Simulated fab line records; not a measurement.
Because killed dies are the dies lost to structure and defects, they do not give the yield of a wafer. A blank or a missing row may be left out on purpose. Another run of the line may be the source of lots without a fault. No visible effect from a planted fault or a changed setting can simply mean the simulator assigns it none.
One fault seen from 3 desks || flow nand-harc || each desk has only its own numbers; what lay behind them comes last

AT THE METROLOGY DESK
Lot by lot, what the gauges showed, no matter which tool ran the lot: averages of those sampled wafers that carry a number. Any lot whose mean is over 4 standard deviations away from the usual mean is out of limits and marked OUT; that distance is given in the brackets.
Columns: A = cd-nm at NHARC_P_CONTACT_CD_MEAS_12, usual 89.9 nm
{"lot": "L225", "first seen here": "day 5 08:17", "A": 89.2}
{"lot": "L226", "first seen here": "day 5 22:20", "A": 89.6}
{"lot": "L232", "first seen here": "day 7 04:21", "A": 90.0}
{"lot": "L234", "first seen here": "day 7 15:57", "A": 89.4}
{"lot": "L238", "first seen here": "day 9 00:38", "A": 90.2}
{"lot": "L241", "first seen here": "day 9 22:12", "A": 90.7}
{"lot": "L244", "first seen here": "day 10 05:40", "A": 89.7}
{"lot": "L245", "first seen here": "day 10 06:28", "A": 90.2}
{"lot": "L242", "first seen here": "day 10 06:49", "A": 89.2}
{"lot": "L247", "first seen here": "day 10 22:46", "A": 89.8}
{"lot": "L246", "first seen here": "day 10 23:15", "A": 90.6}
Result from this desk: across the 11 lots, nothing is out of limits.

TOOL OWNER'S DESK, rie-diel-11
The tool's own readings at NHARC_P_GATE_ETCH_104 (etches the open film in CF4/CHF3, target depth 60 nm): means of the sampled wafers that have a number, for each lot that ran on this tool. Any lot whose mean is over 4 standard deviations away from the usual mean is out of limits and marked OUT; that distance is given in the brackets.
Columns: A = chamber-pressure-mTorr at NHARC_P_GATE_ETCH_104, usual 24.998 mTorr; B = drypump-motor-current-A at NHARC_P_GATE_ETCH_104, usual 5.6 A; C = mfc-ar-sccm at NHARC_P_GATE_ETCH_104, usual 0.008 sccm; D = oes-product-au at NHARC_P_GATE_ETCH_104, usual 0.951 a.u.; E = rf-vpp-V at NHARC_P_GATE_ETCH_104, usual 371.1 V; F = showerhead-plenum-p-Torr at NHARC_P_GATE_ETCH_104, usual 1.59 Torr; G = throttle-valve-pct at NHARC_P_GATE_ETCH_104, usual 16.802 %
{"lot": "L225", "first seen here": "day 4 12:17", "A": 25.011, "B": 5.4, "C": 0.011, "D": 0.930, "E": 370.1, "F": 1.56, "G": 16.799}
{"lot": "L232", "first seen here": "day 6 08:52", "A": 25.024, "B": 5.9, "C": 0.000, "D": 0.971, "E": 370.2, "F": 1.56, "G": 16.800}
{"lot": "L234", "first seen here": "day 6 20:02", "A": 24.983, "B": 5.2, "C": 0.011, "D": 0.982, "E": 371.5, "F": 1.61, "G": 16.815}
Result from this desk: across the 3 lots, nothing is out of limits.

THE DEFECT DESK
Per lot, the means of the sampled wafers with a number show what the inspections along the route counted. Any lot whose mean is over 4 standard deviations away from the usual mean is out of limits and marked OUT; that distance is given in the brackets.
Columns: A = raw-defect-count at NHARC_P_GATE_INSPECT_68, usual 206
{"lot": "L225", "first seen here": "day 5 06:41", "A": 148}
{"lot": "L226", "first seen here": "day 5 20:41", "A": 154}
{"lot": "L232", "first seen here": "day 7 02:44", "A": "747 (+5.9) OUT"}
{"lot": "L234", "first seen here": "day 7 14:28", "A": "575 (+4.0) OUT"}
{"lot": "L238", "first seen here": "day 8 22:54", "A": 205}
{"lot": "L241", "first seen here": "day 9 20:35", "A": 121}
{"lot": "L244", "first seen here": "day 10 04:02", "A": 210}
{"lot": "L245", "first seen here": "day 10 04:59", "A": 196}
{"lot": "L242", "first seen here": "day 10 05:07", "A": 121}
{"lot": "L247", "first seen here": "day 10 21:06", "A": 239}
{"lot": "L246", "first seen here": "day 10 21:27", "A": 153}
This desk's finding: out of limits on L232, L234; first on L232, day 7 02:44 (raw-defect-count at NHARC_P_GATE_INSPECT_68). L225, L226, L238, L241, L244, L245, L242, L247, L246 stayed within limits.

BROUGHT TOGETHER
The defect desk could have raised an alarm at day 7 02:44, on L232, L234.
Metrology desk: nothing out of limits seen.
The tool owner's desk saw nothing out of limits.
The metrology desk has L232, L234 on record, within its limits.
On record at the tool owner's desk: L232, L234, within its limits.
Of the lots named, all ran NHARC_P_GATE_ETCH_104 on rie-diel-11.

WHAT THE SIMULATOR HAD PUT IN
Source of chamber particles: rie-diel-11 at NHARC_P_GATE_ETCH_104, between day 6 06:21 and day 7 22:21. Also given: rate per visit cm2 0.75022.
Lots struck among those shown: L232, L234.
Hours from the fault's start to each desk's first reading out of limits: the defect desk, 20.
